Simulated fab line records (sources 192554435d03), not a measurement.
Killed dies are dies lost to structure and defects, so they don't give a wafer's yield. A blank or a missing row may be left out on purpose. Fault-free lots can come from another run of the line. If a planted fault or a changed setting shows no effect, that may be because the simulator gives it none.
fab line records + flow n5-finfet + part 1 of 2: steps 1 to 20 of 27
record:
- lots: 5
- wafers: 15
- last-day: 16
route steps=1938 shown BEOL_M0@749 BEOL_M1@751
lots with no fault: from the same line, run without faults
start-h: the number of hours between the record's first day and the start of the first shown wafer of the lot + wait-h: hours elapsed since this lot's preceding step + " repeats the value in the row above + L1.1+2: several wafers, shown together as one row + - either no value or no given start + * or withheld: withheld + < > ~ a bound
route shown NAME@n: names a module that has steps shown in the file, with the first one's number in the route + usual: average and standard deviation across the fault-free wafers + same: alike in all rows + chamber/n: place in a boat + sites: readings site by site + _std_site: standard deviation across them + _edge_site: the outer-site mean with the inner-site mean subtracted + radius-mm: how far each site lies from the wafer's centre + mask NAME#n: copy n + behind: the tool/chamber that last shaped the wafer + hold: cause of the lot's hold/its duration in hours/its outcome + device: which transistor (n, p or np) failed to switch + end of line: the same wafers' tests at the end of the route + where a step has no rows: the recipe by itself + killed: dies that structure and defects cost at the first sort, which is not the same as the wafer's yield + map: a wafer's dies, marking killed ones x, the rest . and places with no die _
set.NAME: the run value of the setting; set.NAME@STEP: its run value at that earlier step + model.NAME: the simulator's own value behind a step, which no gauge read
a table for each step, a row for each wafer; lots at some steps of the route
services: a tool's chamber out of use, with start hour (start-h, from the record's first day; less than 0 if before it), hours out, and reason
== steps ==
step: N5_BEOL_M0_RS_MEAS_126
recipe:
- thk-meas-gauge: four-point-probe
- reads: Co_of_BEOL_M0_CO_CAP_123+Cu_of_BEOL_M0_ECD_118+Co_of_BEOL_M0_CVD_115+TaN_of_BEOL_M0_ALD_136
usual:
- M0_RS: 0.531/0.015
| lot.wafer | tool          | chamber | start-h | wait-h | M0_RS[ohm/sq] |
|-----------|---------------|---------|---------|--------|---------------|
| L074.1    | film-metro-01 | -       | 116.97  | 0.0    | 0.532         |
| L074.3    | "             | -       | "       | "      | 0.534         |
| L074.4    | "             | -       | "       | "      | 0.535         |
| L088.1    | film-metro-02 | -       | 213.59  | 0.1    | 0.527         |
| L088.4    | "             | -       | "       | "      | 0.510         |
| L088.6    | "             | -       | "       | "      | 0.520         |
| L091.1    | film-metro-01 | -       | 223.42  | 0.0    | 0.549         |
| L091.2    | "             | -       | "       | "      | 0.529         |
| L091.3    | "             | -       | "       | "      | 0.554         |
| L092.2    | film-metro-02 | -       | 230.84  | 0.1    | 0.527         |
| L092.3    | "             | -       | "       | "      | 0.539         |
| L092.5    | "             | -       | "       | "      | 0.533         |
| L093.2    | film-metro-02 | -       | 237.84  | 0.1    | 0.532         |
| L093.3    | "             | -       | "       | "      | 0.541         |
| L093.6    | "             | -       | "       | "      | 0.518         |
step: N5_BEOL_M0_INSPECT_127
recipe:
- inspect-instrument: darkfield
- mode: post-dep
usual:
- raw-defect-count: 65/21
| lot.wafer | tool              | chamber | start-h | wait-h | raw-defect-count |
|-----------|-------------------|---------|---------|--------|------------------|
| L074.1    | defect-inspect-02 | -       | 116.99  | 0.0    | 44               |
| L074.3    | "                 | -       | "       | "      | 63               |
| L074.4    | "                 | -       | "       | "      | 126              |
| L088.1    | defect-inspect-01 | -       | 213.61  | 0.0    | 42               |
| L088.4    | "                 | -       | "       | "      | 41               |
| L088.6    | "                 | -       | "       | "      | 55               |
| L091.1    | defect-inspect-01 | -       | 223.44  | 0.0    | 57               |
| L091.2    | "                 | -       | "       | "      | 63               |
| L091.3    | "                 | -       | "       | "      | 56               |
| L092.2    | defect-inspect-02 | -       | 230.87  | 0.0    | 85               |
| L092.3    | "                 | -       | "       | "      | 57               |
| L092.5    | "                 | -       | "       | "      | 66               |
| L093.2    | defect-inspect-01 | -       | 237.87  | 0.0    | 64               |
| L093.3    | "                 | -       | "       | "      | 44               |
| L093.6    | "                 | -       | "       | "      | 51               |
step: N5_BEOL_M1_ILD_DEP_00
recipe:
- material: SiOC
- target-thk-a: 790
- temp-c: 350
- precursor: DEMS/O2
- pressure-torr: 5
- rf-w: 500
- time-s: 15.3
usual:
- chamber-pressure-Torr: 4.999/0.01
- heater-power-w: 511/89
- showerhead-plenum-p-Torr: 5.688/0.014
- susceptor-temp-C: 350.00/0.21
- throttle-valve-pct: 12.2/0.65
| lot.wafer | tool     | chamber | start-h | wait-h | chamber-pressure-Torr | heater-power-w | showerhead-plenum-p-Torr | susceptor-temp-C | throttle-valve-pct |
|-----------|----------|---------|---------|--------|-----------------------|----------------|--------------------------|------------------|--------------------|
| L074.1    | pecvd-04 | 2       | 117.03  | 0.0    | 4.994                 | 606            | 5.705                    | 350.20           | 10.9               |
| L074.3    | "        | 0       | "       | "      | 4.995                 | 461            | 5.697                    | 349.99           | 12.4               |
| L074.4    | "        | 0       | "       | "      | 5.000                 | 480            | 5.690                    | 350.06           | 12.4               |
| L088.1    | pecvd-02 | 0       | 213.65  | 0.0    | 5.019                 | 378            | 5.696                    | 350.08           | 12.6               |
| L088.4    | "        | 0       | "       | "      | 4.997                 | 391            | 5.667                    | 350.36           | 12.4               |
| L088.6    | "        | 0       | "       | "      | 4.995                 | 395            | 5.680                    | 350.31           | 12.7               |
| L091.1    | pecvd-04 | 2       | 223.48  | 0.0    | 4.996                 | 589            | 5.697                    | 349.67           | 11.3               |
| L091.2    | "        | 1       | "       | "      | 5.012                 | 675            | 5.713                    | 349.85           | 11.7               |
| L091.3    | "        | 0       | "       | "      | 4.979                 | 471            | 5.693                    | 350.09           | 12.4               |
| L092.2    | pecvd-02 | 0       | 230.91  | 0.0    | 4.997                 | 415            | 5.678                    | 350.05           | 12.6               |
| L092.3    | "        | 0       | "       | "      | 5.013                 | 425            | 5.675                    | 350.24           | 12.7               |
| L092.5    | "        | 0       | "       | "      | 5.011                 | 416            | 5.677                    | 349.99           | 12.7               |
| L093.2    | pecvd-02 | 2       | 237.90  | 0.0    | 4.995                 | 477            | 5.666                    | 349.60           | 10.8               |
| L093.3    | "        | 0       | "       | "      | 5.004                 | 427            | 5.694                    | 349.86           | 12.7               |
| L093.6    | "        | 0       | "       | "      | 4.992                 | 424            | 5.697                    | 349.96           | 12.6               |
step: N5_BEOL_M1_THK_MEAS_01
recipe:
- reads: SiOC_of_BEOL_M1_ILD_DEP_00
usual:
- M1_ILD_THK: 78.8/1
| lot.wafer | tool          | chamber | start-h | wait-h | M1_ILD_THK[nm] |
|-----------|---------------|---------|---------|--------|----------------|
| L074.1    | film-metro-02 | -       | 117.10  | 0.0    | 76.9           |
| L074.3    | "             | -       | "       | "      | 76.8           |
| L074.4    | "             | -       | "       | "      | 78.9           |
| L088.1    | film-metro-02 | -       | 213.74  | 0.1    | 77.7           |
| L088.4    | "             | -       | "       | "      | 78.3           |
| L088.6    | "             | -       | "       | "      | 79.1           |
| L091.1    | film-metro-01 | -       | 223.55  | 0.0    | 77.7           |
| L091.2    | "             | -       | "       | "      | 78.3           |
| L091.3    | "             | -       | "       | "      | 78.2           |
| L092.2    | film-metro-02 | -       | 230.99  | 0.1    | 77.3           |
| L092.3    | "             | -       | "       | "      | 79.1           |
| L092.5    | "             | -       | "       | "      | 79.1           |
| L093.2    | film-metro-01 | -       | 237.97  | 0.1    | 80.1           |
| L093.3    | "             | -       | "       | "      | 80.1           |
| L093.6    | "             | -       | "       | "      | 80.5           |
step: N5_BEOL_M1_PECVD_72
recipe:
- material: SiO2
- target-thk-a: 160
- temp-c: 400
- precursor: TEOS/O2
- pressure-torr: 5.5
- rf-w: 450
- teos-flow-sccm: 53.8
- gas: O2
- flow-sccm: 3000
- time-s: 18
usual:
- chamber-pressure-Torr: 5.502/0.013
- heater-power-w: 717/120
- showerhead-plenum-p-Torr: 8.73/0.048
- susceptor-temp-C: 400.02/0.22
- throttle-valve-pct: 22.9/1.2
| lot.wafer | tool     | chamber | start-h | wait-h | chamber-pressure-Torr | heater-power-w | showerhead-plenum-p-Torr | susceptor-temp-C | throttle-valve-pct |
|-----------|----------|---------|---------|--------|-----------------------|----------------|--------------------------|------------------|--------------------|
| L074.1    | pecvd-02 | 1       | 117.13  | 0.0    | 5.516                 | 756            | 8.70                     | 399.88           | 23.8               |
| L074.3    | "        | 0       | "       | "      | 5.516                 | 518            | 8.73                     | 399.86           | 23.3               |
| L074.4    | "        | 0       | "       | "      | 5.506                 | 527            | 8.73                     | 399.98           | 23.4               |
| L088.1    | pecvd-04 | 1       | 213.77  | 0.0    | 5.498                 | 905            | 8.81                     | 399.82           | 21.7               |
| L088.4    | "        | 0       | "       | "      | 5.484                 | 628            | 8.75                     | 400.00           | 23.1               |
| L088.6    | "        | 1       | "       | "      | 5.499                 | 898            | 8.81                     | 399.73           | 21.8               |
| L091.1    | pecvd-01 | 2       | 223.59  | 0.0    | 5.488                 | 597            | 8.67                     | 399.52           | 21.7               |
| L091.2    | "        | 0       | "       | "      | 5.510                 | 869            | 8.75                     | 399.95           | 23.5               |
| L091.3    | "        | 1       | "       | "      | 5.501                 | 892            | 8.77                     | 400.22           | 23.7               |
| L092.2    | pecvd-01 | 2       | 231.03  | 0.0    | 5.514                 | 737            | 8.69                     | 399.94           | 21.7               |
| L092.3    | "        | 0       | "       | "      | 5.489                 | 913            | 8.78                     | 399.96           | 24.0               |
| L092.5    | "        | 2       | "       | "      | 5.495                 | 740            | 8.68                     | 399.83           | 21.6               |
| L093.2    | pecvd-01 | 2       | 238.01  | 0.0    | 5.497                 | 729            | 8.69                     | 400.07           | 21.6               |
| L093.3    | "        | 0       | "       | "      | 5.528                 | 821            | 8.79                     | 399.88           | 23.3               |
| L093.6    | "        | 0       | "       | "      | 5.503                 | 837            | 8.78                     | 399.87           | 23.5               |
step: N5_BEOL_M1_HM_DEP_02
recipe:
- material: TiN
- target-thk-a: 200
- temp-c: 25
- chamber-pressure-pa: 0.49996
usual:
- susceptor-temp-C: 25.00/0.11
- throttle-valve-pct: 29.7/1.2
| lot.wafer | tool           | chamber | start-h | wait-h | susceptor-temp-C | throttle-valve-pct |
|-----------|----------------|---------|---------|--------|------------------|--------------------|
| L074.1    | pvd-sputter-01 | -       | 117.48  | 0.3    | 24.92            | 31.0               |
| L074.3    | "              | -       | "       | "      | 25.03            | 29.1               |
| L074.4    | "              | -       | "       | "      | 25.07            | 28.4               |
| L088.1    | pvd-sputter-03 | -       | 215.54  | 1.8    | 25.02            | 31.4               |
| L088.4    | "              | -       | "       | "      | 24.92            | 28.0               |
| L088.6    | "              | -       | "       | "      | 24.99            | 31.4               |
| L091.1    | pvd-sputter-02 | -       | 225.05  | 1.4    | 24.88            | 29.7               |
| L091.2    | "              | -       | "       | "      | 25.01            | 27.9               |
| L091.3    | "              | -       | "       | "      | 25.01            | 29.6               |
| L092.2    | pvd-sputter-02 | -       | 232.95  | 1.9    | 25.01            | 29.8               |
| L092.3    | "              | -       | "       | "      | 25.01            | 29.7               |
| L092.5    | "              | -       | "       | "      | 24.82            | 29.2               |
| L093.2    | pvd-sputter-02 | -       | 238.29  | 0.3    | 25.04            | 29.6               |
| L093.3    | "              | -       | "       | "      | 24.91            | 29.0               |
| L093.6    | "              | -       | "       | "      | 25.03            | 27.6               |
step: N5_BEOL_M1_COAT_61
recipe:
- resist: SOC
- temp-c: 250
- time-s: 60
- spin-rpm: 1500
- resist-thk-nm: 60
usual:
- exhaust-pa: 45.0/0.88
| lot.wafer | tool           | chamber | start-h | wait-h | exhaust-pa |
|-----------|----------------|---------|---------|--------|------------|
| L074.1    | litho-track-04 | 0       | 117.61  | 0.1    | 43.5       |
| L074.3    | "              | 0       | "       | "      | 44.7       |
| L074.4    | "              | 0       | "       | "      | 43.5       |
| L088.1    | litho-track-04 | 0       | 215.67  | 0.1    | 45.9       |
| L088.4    | "              | 0       | "       | "      | 45.4       |
| L088.6    | "              | 0       | "       | "      | 44.9       |
| L091.1    | litho-track-04 | 0       | 225.18  | 0.1    | 45.7       |
| L091.2    | "              | 0       | "       | "      | 45.1       |
| L091.3    | "              | 0       | "       | "      | 45.8       |
| L092.2    | litho-track-03 | 0       | 233.08  | 0.1    | 43.8       |
| L092.3    | "              | 0       | "       | "      | 44.2       |
| L092.5    | "              | 0       | "       | "      | 42.7       |
| L093.2    | litho-track-04 | 0       | 238.42  | 0.1    | 44.1       |
| L093.3    | "              | 0       | "       | "      | 44.9       |
| L093.6    | "              | 0       | "       | "      | 44.4       |
step: N5_BEOL_M1_COAT_62
recipe:
- resist: SiARC
- temp-c: 220
- time-s: 60
- spin-rpm: 1500
- resist-thk-nm: 12
usual:
- exhaust-pa: 45.0/0.94
| lot.wafer | tool           | chamber | start-h | wait-h | exhaust-pa |
|-----------|----------------|---------|---------|--------|------------|
| L074.1    | litho-track-04 | 0       | -       | -      | 45.1       |
| L074.3    | "              | 0       | "       | "      | 46.7       |
| L074.4    | "              | 0       | "       | "      | 46.0       |
| L088.1    | litho-track-04 | 0       | -       | -      | 46.0       |
| L088.4    | "              | 0       | "       | "      | 46.1       |
| L088.6    | "              | 0       | "       | "      | 45.9       |
| L091.1    | litho-track-04 | 0       | -       | -      | 45.7       |
| L091.2    | "              | 0       | "       | "      | 43.9       |
| L091.3    | "              | 0       | "       | "      | 45.4       |
| L092.2    | litho-track-03 | 0       | -       | -      | 44.9       |
| L092.3    | "              | 0       | "       | "      | 45.5       |
| L092.5    | "              | 0       | "       | "      | 45.9       |
| L093.2    | litho-track-04 | 0       | -       | -      | 45.0       |
| L093.3    | "              | 0       | "       | "      | 44.8       |
| L093.6    | "              | 0       | "       | "      | 44.1       |
step: N5_BEOL_M1_COAT_73
recipe:
- resist: underlayer
- temp-c: 205
- time-s: 60
- spin-rpm: 1500
- resist-thk-nm: 5
usual:
- exhaust-pa: 45.0/0.82
| lot.wafer | tool           | chamber | start-h | wait-h | exhaust-pa |
|-----------|----------------|---------|---------|--------|------------|
| L074.1    | litho-track-04 | 0       | -       | -      | 45.7       |
| L074.3    | "              | 0       | "       | "      | 45.8       |
| L074.4    | "              | 0       | "       | "      | 45.0       |
| L088.1    | litho-track-04 | 0       | -       | -      | 44.6       |
| L088.4    | "              | 0       | "       | "      | 45.0       |
| L088.6    | "              | 0       | "       | "      | 45.6       |
| L091.1    | litho-track-04 | 0       | -       | -      | 45.1       |
| L091.2    | "              | 0       | "       | "      | 45.4       |
| L091.3    | "              | 0       | "       | "      | 45.0       |
| L092.2    | litho-track-03 | 0       | -       | -      | 45.1       |
| L092.3    | "              | 0       | "       | "      | 44.9       |
| L092.5    | "              | 0       | "       | "      | 43.4       |
| L093.2    | litho-track-04 | 0       | -       | -      | 46.5       |
| L093.3    | "              | 0       | "       | "      | 46.4       |
| L093.6    | "              | 0       | "       | "      | 45.5       |
step: N5_BEOL_M1_COAT_05
recipe:
- resist: CAR-EUV
- spin-rpm: 1500
- resist-thk-nm: 30
usual:
- exhaust-pa: 45.0/0.81
| lot.wafer | tool           | chamber | start-h | wait-h | exhaust-pa |
|-----------|----------------|---------|---------|--------|------------|
| L074.1    | litho-track-04 | 0       | -       | -      | 45.4       |
| L074.3    | "              | 0       | "       | "      | 45.1       |
| L074.4    | "              | 0       | "       | "      | 45.8       |
| L088.1    | litho-track-04 | 0       | -       | -      | 46.1       |
| L088.4    | "              | 0       | "       | "      | 44.5       |
| L088.6    | "              | 0       | "       | "      | 45.2       |
| L091.1    | litho-track-04 | 0       | -       | -      | 44.6       |
| L091.2    | "              | 0       | "       | "      | 46.4       |
| L091.3    | "              | 0       | "       | "      | 44.7       |
| L092.2    | litho-track-03 | 0       | -       | -      | 44.3       |
| L092.3    | "              | 0       | "       | "      | 43.7       |
| L092.5    | "              | 0       | "       | "      | 44.5       |
| L093.2    | litho-track-04 | 0       | -       | -      | 46.2       |
| L093.3    | "              | 0       | "       | "      | 46.5       |
| L093.6    | "              | 0       | "       | "      | 45.5       |
step: N5_BEOL_M1_EBR_07
recipe:
- solvent: PGMEA
- ebr-width-mm: 1.5
usual:
- exhaust-pa: 45.1/0.83
| lot.wafer | tool           | chamber | start-h | wait-h | exhaust-pa |
|-----------|----------------|---------|---------|--------|------------|
| L074.1    | litho-track-04 | 0       | -       | -      | 45.0       |
| L074.3    | "              | 0       | "       | "      | 46.3       |
| L074.4    | "              | 0       | "       | "      | 46.3       |
| L088.1    | litho-track-04 | 0       | -       | -      | 45.4       |
| L088.4    | "              | 0       | "       | "      | 44.8       |
| L088.6    | "              | 0       | "       | "      | 45.4       |
| L091.1    | litho-track-04 | 0       | -       | -      | 44.7       |
| L091.2    | "              | 0       | "       | "      | 44.3       |
| L091.3    | "              | 0       | "       | "      | 45.7       |
| L092.2    | litho-track-03 | 0       | -       | -      | 45.4       |
| L092.3    | "              | 0       | "       | "      | 45.0       |
| L092.5    | "              | 0       | "       | "      | 45.1       |
| L093.2    | litho-track-04 | 0       | -       | -      | 44.8       |
| L093.3    | "              | 0       | "       | "      | 44.8       |
| L093.6    | "              | 0       | "       | "      | 44.9       |
step: N5_BEOL_M1_SOFTBAKE_06
recipe:
- temp-c: 110
- time-s: 60
- resist: CAR-EUV
usual:
- exhaust-pa: 44.9/0.92
| lot.wafer | tool           | chamber | start-h | wait-h | exhaust-pa |
|-----------|----------------|---------|---------|--------|------------|
| L074.1    | litho-track-04 | 0       | -       | -      | 46.2       |
| L074.3    | "              | 0       | "       | "      | 45.4       |
| L074.4    | "              | 0       | "       | "      | 46.0       |
| L088.1    | litho-track-04 | 0       | -       | -      | 43.7       |
| L088.4    | "              | 0       | "       | "      | 44.3       |
| L088.6    | "              | 0       | "       | "      | 44.4       |
| L091.1    | litho-track-04 | 0       | -       | -      | 44.6       |
| L091.2    | "              | 0       | "       | "      | 43.5       |
| L091.3    | "              | 0       | "       | "      | 44.0       |
| L092.2    | litho-track-03 | 0       | -       | -      | 45.8       |
| L092.3    | "              | 0       | "       | "      | 45.9       |
| L092.5    | "              | 0       | "       | "      | 45.3       |
| L093.2    | litho-track-04 | 0       | -       | -      | 45.5       |
| L093.3    | "              | 0       | "       | "      | 45.5       |
| L093.6    | "              | 0       | "       | "      | 45.9       |
step: N5_BEOL_M1_EXPOSE_08
recipe:
- mask-id: M1
- na: 0.33
- source-shape: dipole
- sigma-inner: 0.369
- sigma-outer: 0.767
- polarization: unpolarized
- dose-mj: 33
| lot.wafer  | tool           | chamber | start-h | wait-h | mask |
|------------|----------------|---------|---------|--------|------|
| L074.1+3+4 | euv-scanner-02 | 0       | 117.74  | -      | M1#0 |
| L088.1+4+6 | euv-scanner-02 | 0       | 215.80  | -      | M1#0 |
| L091.1+2+3 | euv-scanner-02 | 0       | 225.44  | -      | M1#0 |
| L092.2+3+5 | euv-scanner-01 | 0       | 233.35  | -      | M1#0 |
| L093.2+3+6 | euv-scanner-01 | 0       | 238.56  | -      | M1#0 |
step: N5_BEOL_M1_PEB_09
recipe:
- peb-temp-c: 100
- peb-time-s: 60
- resist: CAR-EUV
usual:
- exhaust-pa: 45.0/1
| lot.wafer | tool           | chamber | start-h | wait-h | exhaust-pa |
|-----------|----------------|---------|---------|--------|------------|
| L074.1    | litho-track-04 | 0       | 117.80  | 0.1    | 46.9       |
| L074.3    | "              | 0       | "       | "      | 44.4       |
| L074.4    | "              | 0       | "       | "      | 45.9       |
| L088.1    | litho-track-05 | 0       | 215.86  | 0.1    | 45.8       |
| L088.4    | "              | 0       | "       | "      | 45.5       |
| L088.6    | "              | 0       | "       | "      | 44.4       |
| L091.1    | litho-track-03 | 0       | 225.50  | 0.1    | 45.2       |
| L091.2    | "              | 0       | "       | "      | 43.8       |
| L091.3    | "              | 0       | "       | "      | 44.9       |
| L092.2    | litho-track-04 | 0       | 233.40  | 0.0    | 44.8       |
| L092.3    | "              | 0       | "       | "      | 44.5       |
| L092.5    | "              | 0       | "       | "      | 46.3       |
| L093.2    | litho-track-04 | 0       | 238.62  | 0.0    | 44.0       |
| L093.3    | "              | 0       | "       | "      | 45.9       |
| L093.6    | "              | 0       | "       | "      | 44.5       |
step: N5_BEOL_M1_DEVELOP_10
recipe:
- develop-time-s: 30
- developer: TMAH
- resist: CAR-EUV
- rinse-liquid: surfactant-rinse
- dry: air-spin
- dev-temp-c: 23
usual:
- exhaust-pa: 44.8/0.87
same:
- develop-time-s: 30
| lot.wafer | tool           | chamber | start-h | wait-h | exhaust-pa |
|-----------|----------------|---------|---------|--------|------------|
| L074.1    | litho-track-04 | 0       | -       | -      | 45.3       |
| L074.3    | "              | 0       | "       | "      | 45.5       |
| L074.4    | "              | 0       | "       | "      | 45.2       |
| L088.1    | litho-track-05 | 0       | -       | -      | 44.6       |
| L088.4    | "              | 0       | "       | "      | 44.7       |
| L088.6    | "              | 0       | "       | "      | 44.4       |
| L091.1    | litho-track-03 | 0       | -       | -      | 46.1       |
| L091.2    | "              | 0       | "       | "      | 45.9       |
| L091.3    | "              | 0       | "       | "      | 44.5       |
| L092.2    | litho-track-04 | 0       | -       | -      | 44.5       |
| L092.3    | "              | 0       | "       | "      | 45.2       |
| L092.5    | "              | 0       | "       | "      | 46.1       |
| L093.2    | litho-track-04 | 0       | -       | -      | 44.4       |
| L093.3    | "              | 0       | "       | "      | 46.4       |
| L093.6    | "              | 0       | "       | "      | 46.6       |
step: N5_BEOL_M1_CD_MEAS_11
recipe:
- target-cd-nm: 17.05
- landing-energy-ev: 500
- detector: se-inlens
- polarity: opening
usual:
- cd-nm: 17.03/0.23
| lot.wafer | tool      | chamber | start-h | wait-h | cd-nm |
|-----------|-----------|---------|---------|--------|-------|
| L074.1    | cd-sem-01 | 0       | 117.87  | -      | 16.46 |
| L074.3    | "         | 0       | "       | "      | 16.82 |
| L074.4    | "         | 0       | "       | "      | 16.99 |
| L088.1    | cd-sem-01 | 0       | 215.93  | -      | 16.90 |
| L088.4    | "         | 0       | "       | "      | 16.81 |
| L088.6    | "         | 0       | "       | "      | 16.61 |
| L091.1    | cd-sem-03 | 0       | 225.56  | -      | 17.14 |
| L091.2    | "         | 0       | "       | "      | 16.89 |
| L091.3    | "         | 0       | "       | "      | 16.85 |
| L092.2    | cd-sem-02 | 0       | 233.47  | -      | 16.71 |
| L092.3    | "         | 0       | "       | "      | 16.83 |
| L092.5    | "         | 0       | "       | "      | 16.88 |
| L093.2    | cd-sem-02 | 0       | 238.68  | -      | 17.20 |
| L093.3    | "         | 0       | "       | "      | 17.26 |
| L093.6    | "         | 0       | "       | "      | 17.28 |
step: N5_BEOL_M1_OVL_MEAS_12
recipe:
- points-per-wafer: 522
usual:
- M1_OVL: 0.2/0.7
same:
- points-per-wafer: 522
| lot.wafer | tool       | chamber | start-h | wait-h | M1_OVL[nm] |
|-----------|------------|---------|---------|--------|------------|
| L074.1    | overlay-01 | 0       | 117.90  | 0.0    | 0.8        |
| L074.3    | "          | 0       | "       | "      | 0.4        |
| L074.4    | "          | 0       | "       | "      | 1.0        |
| L088.1    | overlay-02 | 0       | 215.96  | 0.0    | 0.3        |
| L088.4    | "          | 0       | "       | "      | -0.1       |
| L088.6    | "          | 0       | "       | "      | -1.3       |
| L091.1    | overlay-01 | 0       | 225.60  | 0.0    | 0.7        |
| L091.2    | "          | 0       | "       | "      | 0.5        |
| L091.3    | "          | 0       | "       | "      | 0.4        |
| L092.2    | overlay-01 | 0       | 233.50  | 0.0    | 1.0        |
| L092.3    | "          | 0       | "       | "      | -0.2       |
| L092.5    | "          | 0       | "       | "      | 0.2        |
| L093.2    | overlay-01 | 0       | 238.72  | 0.0    | -0.3       |
| L093.3    | "          | 0       | "       | "      | 0.1        |
| L093.6    | "          | 0       | "       | "      | -0.2       |
step: N5_BEOL_M1_INSPECT_13
recipe:
- mode: adi
- inspect-instrument: brightfield
usual:
- raw-defect-count: 389/76
| lot.wafer | tool              | chamber | start-h | wait-h | raw-defect-count |
|-----------|-------------------|---------|---------|--------|------------------|
| L074.1    | defect-inspect-01 | -       | 117.96  | 0.1    | 333              |
| L074.3    | "                 | -       | "       | "      | 318              |
| L074.4    | "                 | -       | "       | "      | 557              |
| L088.1    | defect-inspect-02 | -       | 216.02  | 0.1    | 351              |
| L088.4    | "                 | -       | "       | "      | 365              |
| L088.6    | "                 | -       | "       | "      | 394              |
| L091.1    | defect-inspect-02 | -       | 225.65  | 0.1    | 577              |
| L091.2    | "                 | -       | "       | "      | 458              |
| L091.3    | "                 | -       | "       | "      | 669              |
| L092.2    | defect-inspect-02 | -       | 233.56  | 0.1    | 357              |
| L092.3    | "                 | -       | "       | "      | 409              |
| L092.5    | "                 | -       | "       | "      | 355              |
| L093.2    | defect-inspect-02 | -       | 238.77  | 0.0    | 293              |
| L093.3    | "                 | -       | "       | "      | 336              |
| L093.6    | "                 | -       | "       | "      | 208              |
step: N5_BEOL_M1_DESCUM_16
recipe:
- chemistry: O2
- time-s: 7
- source-power-w: 50
- bias-power-w: 20
- pressure-mtorr: 20
- rf-frequency-hz: 2.712e+07
- temp-c: 40
- resist: CAR-EUV
- o2-flow-sccm: 225
usual:
- drypump-motor-current-A: 5.7/0.58
- oes-product-au: 0.78/0.09
- rf-vpp-V: 243.2/1.6
- showerhead-plenum-p-Torr: 2.10/0.092
- temp-c: 40.01/0.11
- throttle-valve-pct: 20.38/0.19
| lot.wafer | tool        | chamber | start-h | wait-h | drypump-motor-current-A | oes-product-au | rf-hours-counter-h | rf-vpp-V | showerhead-plenum-p-Torr | temp-c | throttle-valve-pct |
|-----------|-------------|---------|---------|--------|-------------------------|----------------|--------------------|----------|--------------------------|--------|--------------------|
| L074.1    | rie-diel-05 | 3       | 117.99  | 0.0    | 6.8                     | 0.80           | 125                | 241.4    | 2.01                     | 40.01  | 20.36              |
| L074.3    | "           | 1       | "       | "      | 6.0                     | 0.69           | 232                | 243.0    | 2.07                     | 40.01  | 20.68              |
| L074.4    | "           | 0       | "       | "      | 4.7                     | 0.91           | 18                 | 241.9    | 2.04                     | 39.95  | 20.13              |
| L088.1    | rie-diel-03 | 3       | 216.16  | 0.1    | 5.2                     | 0.75           | 134                | 241.5    | 1.92                     | 39.88  | 20.21              |
| L088.4    | "           | 1       | "       | "      | 5.4                     | 0.73           | 184                | 244.9    | 2.17                     | 40.06  | 20.31              |
| L088.6    | "           | 0       | "       | "      | 5.3                     | 0.69           | -                  | 244.3    | 2.16                     | 39.88  | 20.44              |
| L091.1    | rie-diel-01 | 2       | 225.87  | 0.2    | 6.4                     | 0.73           | 200                | 243.5    | 2.15                     | 40.02  | 20.72              |
| L091.2    | "           | 1       | "       | "      | 5.8                     | 0.89           | 47                 | 245.0    | 2.22                     | 40.11  | 20.26              |
| L091.3    | "           | 3       | "       | "      | 4.9                     | 0.95           | 10                 | 243.8    | 2.14                     | 40.00  | 20.00              |
| L092.2    | rie-diel-01 | 2       | 233.63  | 0.1    | 6.3                     | 0.72           | 202                | 244.2    | 2.15                     | 40.17  | 20.72              |
| L092.3    | "           | 1       | "       | "      | 5.8                     | 0.88           | 49                 | 244.6    | 2.22                     | 40.08  | 20.24              |
| L092.5    | "           | 0       | "       | "      | 6.0                     | 1.00           | -                  | 243.0    | 2.15                     | 40.12  | 20.31              |
| L093.2    | rie-diel-05 | 3       | 238.82  | 0.0    | 6.8                     | 0.75           | 164                | 241.6    | 1.99                     | 40.10  | 20.42              |
| L093.3    | "           | 2       | "       | "      | 6.2                     | 0.70           | 193                | 239.9    | 2.00                     | 40.13  | 20.65              |
| L093.6    | "           | 0       | "       | "      | 4.7                     | 0.85           | -                  | 241.2    | 2.03                     | 40.16  | 20.19              |
step: N5_BEOL_M1_ETCH_74
recipe:
- chemistry: N2/H2
- target: underlayer
- target-depth-a: 65
- mask-material: CAR-EUV
- time-s: 5.2
- ion-energy-ev: 200
- pressure-mtorr: 30
- source-w: 840
- bias-w: 150
- n2-flow-sccm: 200
- h2-flow-sccm: 200
- ends: cleared
usual:
- drypump-motor-current-A: 5.7/0.58
- etch-rf-on-time-s: 5.17/0.1
- oes-product-au: 0.67/0.08
- rf-vpp-V: 524/3.4
- showerhead-plenum-p-Torr: 2.55/0.11
- throttle-valve-pct: 17.83/0.24
| lot.wafer | tool        | chamber | start-h | wait-h | drypump-motor-current-A | etch-rf-on-time-s | oes-product-au | rf-hours-counter-h | rf-vpp-V | showerhead-plenum-p-Torr | throttle-valve-pct |
|-----------|-------------|---------|---------|--------|-------------------------|-------------------|----------------|--------------------|----------|--------------------------|--------------------|
| L074.1    | rie-diel-05 | 3       | 118.03  | 0.0    | 6.8                     | 5.16              | 0.67           | 125                | 519      | 2.46                     | 17.84              |
| L074.3    | "           | 1       | "       | "      | 6.0                     | 5.33              | 0.58           | 232                | 523      | 2.52                     | 18.33              |
| L074.4    | "           | 0       | "       | "      | 4.7                     | 5.06              | 0.80           | 18                 | 525      | 2.49                     | 17.54              |
| L088.1    | rie-diel-03 | 3       | 216.19  | 0.0    | 5.2                     | 5.31              | 0.65           | 134                | 517      | 2.35                     | 17.71              |
| L088.4    | "           | 1       | "       | "      | 5.4                     | 5.16              | 0.63           | 184                | 527      | 2.63                     | 17.73              |
| L088.6    | "           | 0       | "       | "      | 5.4                     | 5.32              | 0.59           | -                  | 525      | 2.60                     | 17.89              |
| L091.1    | rie-diel-01 | 2       | 225.90  | 0.0    | 6.4                     | 5.10              | 0.62           | 200                | 526      | 2.63                     | 18.33              |
| L091.2    | "           | 1       | "       | "      | 5.8                     | 5.03              | 0.76           | 47                 | 529      | 2.69                     | 17.58              |
| L091.3    | "           | 3       | "       | "      | 4.9                     | 4.98              | 0.81           | 10                 | 525      | 2.61                     | 17.44              |
| L092.2    | rie-diel-01 | 2       | 233.67  | 0.0    | 6.4                     | 5.13              | 0.63           | 202                | 528      | 2.63                     | 18.35              |
| L092.3    | "           | 1       | "       | "      | 5.8                     | 4.97              | 0.77           | 49                 | 529      | 2.69                     | 17.59              |
| L092.5    | "           | 0       | "       | "      | 6.0                     | 5.03              | 0.87           | -                  | 526      | 2.61                     | 17.66              |
| L093.2    | rie-diel-05 | 3       | 238.86  | 0.0    | 6.7                     | 5.17              | 0.65           | 164                | 524      | 2.44                     | 17.90              |
| L093.3    | "           | 2       | "       | "      | 6.2                     | 5.26              | 0.60           | 193                | 522      | 2.42                     | 17.95              |
| L093.6    | "           | 0       | "       | "      | 4.7                     | 5.12              | 0.73           | -                  | 522      | 2.47                     | 17.64              |
